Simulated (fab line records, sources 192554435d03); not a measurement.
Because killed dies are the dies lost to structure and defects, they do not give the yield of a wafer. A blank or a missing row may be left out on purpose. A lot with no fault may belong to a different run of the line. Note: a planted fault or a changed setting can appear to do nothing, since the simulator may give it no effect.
Split-lot trial / flow n5Finfet / 21 wafers read across 7 lots, on a route 1938 steps long

== THE SPLIT ==
At N5_DUMMY_GATE_COAT_34 (time 60 s, resist thk 60 nm), the setting spinRpm was moved away from the recipe's 1500 rpm on 8 of the 21 wafers read, by -9.1% to +10.3%. For the rest of the wafers, this setting stayed at what the recipe calls for.

== FROM THE SPLIT TO THE READING: what the file shows between them, 4 steps ==
- N5_DUMMY_GATE_COAT_35: time 60 s, resist thk 10 nm
- N5_DUMMY_GATE_COAT_28: time 60 s, resist thk 10 nm
- N5_DUMMY_GATE_ETCH_29: etches underlayer in N2/H2, target depth 13 nm
- N5_DUMMY_GATE_ETCH_36: etches SiARC in CF4, target depth 13 nm

== THE READING ==
etch.depthNm (the simulator's own value, which no gauge read), in nm, at N5_DUMMY_GATE_ETCH_37 (etches SOC in N2/H2, target depth 60 nm, overetch 30 nm). The file does not state a usual value for it. Average 60.05 nm, standard deviation 0.25 nm, over the 13 wafers here run with the recipe.

wafer=L074.3; tool, chamber at the split=lithoTrack-03, 0; spinRpm as run, rpm=1500; against the recipe=recipe; etch.depthNm, nm=59.95; against lot-mates on the recipe=-
wafer=L074.4; tool, chamber at the split=lithoTrack-03, 0; spinRpm as run, rpm=1500; against the recipe=recipe; etch.depthNm, nm=59.92; against lot-mates on the recipe=-
wafer=L074.6; tool, chamber at the split=lithoTrack-03, 0; spinRpm as run, rpm=1500; against the recipe=recipe; etch.depthNm, nm=59.82; against lot-mates on the recipe=-
wafer=L077.2; tool, chamber at the split=lithoTrack-05, 0; spinRpm as run, rpm=1500; against the recipe=recipe; etch.depthNm, nm=60.12; against lot-mates on the recipe=-
wafer=L077.4; tool, chamber at the split=lithoTrack-05, 0; spinRpm as run, rpm=1548; against the recipe=+3.2%; etch.depthNm, nm=58.85; against lot-mates on the recipe=-1.21
wafer=L077.6; tool, chamber at the split=lithoTrack-05, 0; spinRpm as run, rpm=1500; against the recipe=recipe; etch.depthNm, nm=60; against lot-mates on the recipe=-
wafer=L079.4; tool, chamber at the split=lithoTrack-04, 0; spinRpm as run, rpm=1500; against the recipe=recipe; etch.depthNm, nm=59.9; against lot-mates on the recipe=-
wafer=L079.5; tool, chamber at the split=lithoTrack-04, 0; spinRpm as run, rpm=1500; against the recipe=recipe; etch.depthNm, nm=59.81; against lot-mates on the recipe=-
wafer=L079.6; tool, chamber at the split=lithoTrack-04, 0; spinRpm as run, rpm=1640; against the recipe=+9.3%; etch.depthNm, nm=57.48; against lot-mates on the recipe=-2.38
wafer=L082.1; tool, chamber at the split=lithoTrack-03, 0; spinRpm as run, rpm=1500; against the recipe=recipe; etch.depthNm, nm=60.12; against lot-mates on the recipe=-
wafer=L082.5; tool, chamber at the split=lithoTrack-03, 0; spinRpm as run, rpm=1392; against the recipe=-7.2%; etch.depthNm, nm=62.49; against lot-mates on the recipe=+2.37
wafer=L082.6; tool, chamber at the split=lithoTrack-03, 0; spinRpm as run, rpm=1392; against the recipe=-7.2%; etch.depthNm, nm=62.55; against lot-mates on the recipe=+2.43
wafer=L085.3; tool, chamber at the split=lithoTrack-04, 0; spinRpm as run, rpm=1364; against the recipe=-9.1%; etch.depthNm, nm=63.17; against lot-mates on the recipe=+2.67
wafer=L085.4; tool, chamber at the split=lithoTrack-04, 0; spinRpm as run, rpm=1500; against the recipe=recipe; etch.depthNm, nm=60.5; against lot-mates on the recipe=-
wafer=L085.6; tool, chamber at the split=lithoTrack-04, 0; spinRpm as run, rpm=1364; against the recipe=-9.1%; etch.depthNm, nm=63.04; against lot-mates on the recipe=+2.54
wafer=L087.4; tool, chamber at the split=lithoTrack-05, 0; spinRpm as run, rpm=1654; against the recipe=+10.3%; etch.depthNm, nm=56.89; against lot-mates on the recipe=-2.94
wafer=L087.5; tool, chamber at the split=lithoTrack-05, 0; spinRpm as run, rpm=1500; against the recipe=recipe; etch.depthNm, nm=59.85; against lot-mates on the recipe=-
wafer=L087.6; tool, chamber at the split=lithoTrack-05, 0; spinRpm as run, rpm=1500; against the recipe=recipe; etch.depthNm, nm=59.81; against lot-mates on the recipe=-
wafer=L092.1; tool, chamber at the split=lithoTrack-05, 0; spinRpm as run, rpm=1500; against the recipe=recipe; etch.depthNm, nm=60.45; against lot-mates on the recipe=-
wafer=L092.5; tool, chamber at the split=lithoTrack-05, 0; spinRpm as run, rpm=1500; against the recipe=recipe; etch.depthNm, nm=60.45; against lot-mates on the recipe=-
wafer=L092.4; tool, chamber at the split=lithoTrack-05, 0; spinRpm as run, rpm=1546; against the recipe=+3.1%; etch.depthNm, nm=59.43; against lot-mates on the recipe=-1.02

THE FIT
A straight line over all 21 wafers: etch.depthNm changes by -0.318 nm for each +1% of spinRpm; r = -0.99; the points scatter about the line by 0.25 nm.
The same after taking each lot's own level away (the mean of its wafers on the recipe; 21 wafers): -0.294 nm for each +1%; r = -0.99; scatter 0.15 nm.
Per that fit: largest spinRpm move, reading shift of 3 nm.
The lots' own levels span 59.830 to 60.500 nm, that is 2.7 times the standard deviation above.
The two slopes agree, so the slope changes little with the lot-to-lot level.
Check: with one of the wafers moved furthest among these (+10.3%) left out of the fit, the line predicts -3.01 nm for it against its lot-mates. It came out at -2.94 nm against them.

== THE WHOLE CHAIN: every reading that the file lists as answering this split, in the file's order ==
step=N5_DUMMY_GATE_COAT_34; what it does=time 60 s, resist thk 60 nm; reading=SOC_of_DUMMY_GATE_COAT_34.thkNm (the simulator's own value, which no gauge read); change (the file's fit)=-0.296 nm for each +1% of the setting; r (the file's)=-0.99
step=N5_DUMMY_GATE_ETCH_37; what it does=etches SOC in N2/H2, target depth 60 nm, overetch 30 nm; reading=etch.depthNm (the simulator's own value, which no gauge read); change (the file's fit)=-0.29 nm for each +1% of the setting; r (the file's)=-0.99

== THE FILE'S OWN FIT ==
etch.depthNm changes by -0.29 nm for each +1% of spinRpm, r = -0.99.
